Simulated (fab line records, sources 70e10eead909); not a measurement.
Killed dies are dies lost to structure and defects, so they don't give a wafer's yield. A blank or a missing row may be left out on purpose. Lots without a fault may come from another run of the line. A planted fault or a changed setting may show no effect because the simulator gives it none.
Chamber matching | flow nand_harc | NHARC_P_M0_DESCUM_14 on rie_diel-08: 4 sister chambers
The step chemistry O2, time 3 s. 16 wafers are shown with their chamber, then 8 later ones without.

WAFERS WITH THEIR CHAMBER
wafer  | chamber | drypump_motor_current_A (A) | showerhead_plenum_p_Torr (Torr) | rf_vpp_V (V)
L667.2 | 2       | 5.29                        | 2.03                            | 58.6
L667.3 | 3       | 5.63                        | 2.04                            | 58.9
L667.5 | 2       | 5.28                        | 2.03                            | 57.6
L669.2 | 0       | 5.62                        | 1.91                            | 57.8
L669.4 | 1       | 6.10                        | 1.90                            | 56.7
L669.5 | 0       | 5.63                        | 1.91                            | 58.4
L672.1 | 1       | 6.08                        | 1.89                            | 56.9
L672.2 | 3       | 5.61                        | 2.04                            | 57.4
L672.4 | 0       | 5.65                        | 1.91                            | 57.7
L676.4 | 3       | 5.61                        | 2.03                            | 58.1
L676.5 | 2       | 5.27                        | 2.02                            | 58.4
L676.6 | 3       | 5.59                        | 2.03                            | 58.1
L679.2 | 3       | 5.61                        | 2.03                            | 58.0
L679.5 | 0       | 5.65                        | 1.91                            | 57.7
L679.6 | 3       | 5.63                        | 2.03                            | 58.6
L682.3 | 3       | 5.59                        | 2.03                            | 57.2

SIGNATURES (means of the wafers above)
reading                  | chamber 0 | chamber 1 | chamber 2 | chamber 3 | scatter within a chamber
drypump_motor_current_A  | 5.6375    | 6.0900    | 5.2800    | 5.6100    | 0.0149
showerhead_plenum_p_Torr | 1.9100    | 1.8950    | 2.0267    | 2.0329    | 0.00465
rf_vpp_V                 | 57.900    | 56.800    | 58.200    | 58.043    | 0.508
Rule: a wafer's distance from a chamber is the root of the sum, over the readings, of the square of ((its reading less the chamber's mean) divided by the reading's scatter). The wafer belongs to the nearest chamber; if the next one is less than 2 further off, it can't be placed. The scatter: the root of (the sum of the squares of (reading less its chamber's mean) over the shown wafers, divided by (wafers less chambers)).

WAFERS WITHOUT THEIR CHAMBER
wafer  | drypump_motor_current_A (A) | showerhead_plenum_p_Torr (Torr) | rf_vpp_V (V)
L682.4 | 5.62                        | 1.90                            | 58.7
L682.6 | 5.60                        | 2.03                            | 58.5
L684.1 | 5.29                        | 2.02                            | 57.1
L684.4 | 6.15                        | 1.89                            | 57.3
L684.6 | 5.55                        | 2.03                            | 58.4
L688.2 | 5.65                        | 1.90                            | 58.6
L688.3 | 5.30                        | 2.02                            | 58.4
L688.4 | 5.58                        | 2.03                            | 57.2

WHICH CHAMBER EACH WENT THROUGH
wafer  | from the rows above | in truth
L682.4 | 0                   | 0
L682.6 | 3                   | 3
L684.1 | 2                   | 2
L684.4 | 1                   | 1
L684.6 | 3                   | 3
L688.2 | 0                   | 0
L688.3 | 2                   | 2
L688.4 | 3                   | 3
Placed correctly: 8 of 8. Can't be placed from these rows: 0. Placed wrongly: 0.
